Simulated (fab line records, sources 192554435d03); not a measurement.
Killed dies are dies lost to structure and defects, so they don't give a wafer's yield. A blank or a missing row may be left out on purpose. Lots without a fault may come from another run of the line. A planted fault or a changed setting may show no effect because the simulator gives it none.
Problem report in the 8D (eight disciplines) form, filled by code | flow n5_finfet | the parts of the form that need people (team, actions taken, sign-off) are left out

1. THE PROBLEM
thk_nm at N5_FIN_SAQP_THK_MEAS_07 reads a mean of 73.5 nm on 3 wafers of 3 lots; wafers without a fault read 59.9 nm with a standard deviation of 0.91. That is +15 standard deviations from the usual mean.
First seen on wafer L426.2, day 5 04:10, on film_metro-02. The record holds 13 wafers of 5 lots with a number at this step. Rule for "out", or "out of limits": more than 4 standard deviations from the usual mean. The other wafers with a number count as sound.

2. WHAT IT IS AND WHAT IT IS NOT
question                    | is                           | is not
which readings at this step | thk_nm                       | -
which lots                  | L426, L432, L433             | L420, L436
which wafers of those lots  | L426.2, L432.1, L433.2       | L426.3, L426.5, L432.4, L433.5
read on which gauges        | film_metro-01, film_metro-02 | -
when                        | from day 5 04:10             | up to then (5 sound wafers); but 5 sound wafers of L432, L433, L436 came after

3. SUSPECTS, AND WHAT RULES EACH OUT
Counting: a tool at a process step up to the reading stays a suspect if it ran every lot that is out. Sound lots after the first of them don't rule it out here, since some wafers of a struck lot are sound.
- the gauge at N5_FIN_SAQP_THK_MEAS_07: ruled out. The wafers that are out were read on 2 gauges (film_metro-01, film_metro-02).
- pecvd-02 at N5_FIN_SAQP_PECVD_06 (deposits a-Si from SiH4/He, target thk 60 nm, time 48.1 s): kept. It ran every lot that is out, first L426 (day 5 04:05); its last sound lot up to then is L420 (day 3 15:30).
Left after counting: pecvd-02 at N5_FIN_SAQP_PECVD_06.

4. THE CAUSE (what the simulator had put in)
Process parameter drift: pecvd-02, from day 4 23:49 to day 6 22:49, at N5_FIN_SAQP_PECVD_06. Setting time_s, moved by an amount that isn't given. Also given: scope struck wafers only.
Counting left only this tool.

5. THE CHAIN OF EFFECTS, in route order
Each row: a reading whose mean over the struck wafers that have a number lies more than 3 standard deviations from the usual. Only readings for which the record gives a usual standard deviation are gone through. hours: the time from each lot's start at the first step in this table that gives one to its start at this step, as a median over the lots. sigmas: the change in usual standard deviations.
hours | step                        | reading        | usual      | on struck wafers | change | sigmas
0     | N5_FIN_SAQP_THK_MEAS_07     | thk_nm         | 59.9 nm    | 73.5             | +13.6  | +15
1     | N5_FIN_SAQP_MANDREL_ETCH_22 | oes_product_au | 0.767 a.u. | 0.867            | +0.100 | +7.7
The process steps in it:
- N5_FIN_SAQP_MANDREL_ETCH_22: etches a-Si in HBr/Cl2, stops on SiNx, target depth 60 nm, bt time 10 s, time 30 s.
Later measuring or inspecting steps at which every struck wafer that the step has a row for has a number for every such reading, and none has moved that far: N5_BEOL_M4_RC_MEAS_101.

6. WHAT WOULD HAVE CAUGHT IT SOONER
In this record the first reading out of limits at a measuring or inspecting step was taken at day 5 04:10, 4 hours after the fault began at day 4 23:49.
Of the tool readings at N5_FIN_SAQP_PECVD_06 for which the record gives a usual standard deviation, none was out on any struck wafer, so an alarm limit of 4 standard deviations on them would not have fired.
Of the lots that are out (3), L432, L433 began N5_FIN_SAQP_PECVD_06 on pecvd-02 after day 5 04:10. A hold on the tool at that time would have spared those 2.
